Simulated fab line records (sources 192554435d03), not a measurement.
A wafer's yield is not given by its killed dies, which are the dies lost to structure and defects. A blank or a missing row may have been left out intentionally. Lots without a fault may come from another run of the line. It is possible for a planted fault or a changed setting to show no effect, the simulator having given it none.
Chamber matching    flow n5Finfet    rieDiel-01 running N5_GATE_CUT_DESCUM_18: 4 sister chambers
The step chemistry O2, time 7 s. 22 wafers are shown with their chamber, then 11 later ones without.

WAFERS PAIRED WITH THEIR CHAMBERS
wafer   chamber  drypumpMotorCurrentA (A)  showerheadPlenumPTorr (Torr)  throttleValvePct (%)
L076.1  2        5.5                       2.16                          20.45
L076.2  0        5.2                       2.15                          20.37
L076.4  1        5.6                       2.10                          20.58
L078.1  0        5.3                       2.15                          20.38
L078.3  2        5.5                       2.16                          20.42
L078.5  0        5.3                       2.15                          20.37
L079.3  0        5.3                       2.15                          20.37
L079.4  1        5.6                       2.10                          20.59
L079.6  1        5.6                       2.10                          20.60
L080.1  0        5.2                       2.15                          20.39
L080.2  2        5.5                       2.16                          20.45
L080.6  2        5.5                       2.16                          20.43
L082.1  0        5.3                       2.15                          20.40
L082.3  3        5.5                       2.17                          20.44
L082.6  1        5.6                       2.10                          20.60
L084.1  0        5.3                       2.14                          20.40
L084.2  2        5.5                       2.16                          20.47
L084.5  3        5.5                       2.16                          20.43
L090.1  3        5.5                       2.16                          20.47
L090.3  1        5.6                       2.09                          20.62
L090.6  1        5.6                       2.09                          20.61
L093.1  2        5.5                       2.15                          20.49

SIGNATURES (means of the wafers above)
reading                chamber 0  chamber 1  chamber 2  chamber 3  scatter within a chamber
drypumpMotorCurrentA   5.271      5.600      5.500      5.500      0.0282
showerheadPlenumPTorr  2.1486     2.0967     2.1583     2.1633     0.00453
throttleValvePct       20.3829    20.6000    20.4517    20.4467    0.0187
Rule: a wafer's distance from a chamber is the root of the sum, over the readings, of the square of ((its reading less the chamber's mean) divided by the reading's scatter). The wafer belongs to the nearest chamber; if the next one is less than 2 further off, it can't be placed. How the scatter is found: for the shown wafers, subtract from each reading the mean of its chamber, square and add these, divide the total by (wafers less chambers), then take the root.

WAFERS WHOSE CHAMBER IS MISSING
wafer   drypumpMotorCurrentA (A)  showerheadPlenumPTorr (Torr)  throttleValvePct (%)
L093.4  5.5                       2.16                          20.48
L093.6  5.3                       2.14                          19.99
L094.3  5.3                       2.14                          20.01
L094.5  5.3                       2.14                          20.02
L094.6  5.5                       2.16                          20.45
L096.1  5.6                       2.09                          20.65
L096.4  5.2                       2.14                          20.03
L096.5  5.5                       2.16                          20.49
L097.3  5.5                       2.15                          20.47
L097.4  5.6                       2.09                          20.65
L097.5  5.5                       2.16                          20.48

WHICH CHAMBER EACH WENT THROUGH
wafer   from the rows above      in truth
L093.4  can't be placed: 2 or 3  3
L093.6  0                        0
L094.3  0                        0
L094.5  0                        0
L094.6  can't be placed: 2 or 3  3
L096.1  1                        1
L096.4  0                        0
L096.5  can't be placed: 2 or 3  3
L097.3  can't be placed: 2 or 3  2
L097.4  1                        1
L097.5  can't be placed: 2 or 3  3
Correctly placed: 6 of 11. Unplaceable from these rows: 5, with the true chamber sitting among the candidates in 5. Wrongly placed: 0.
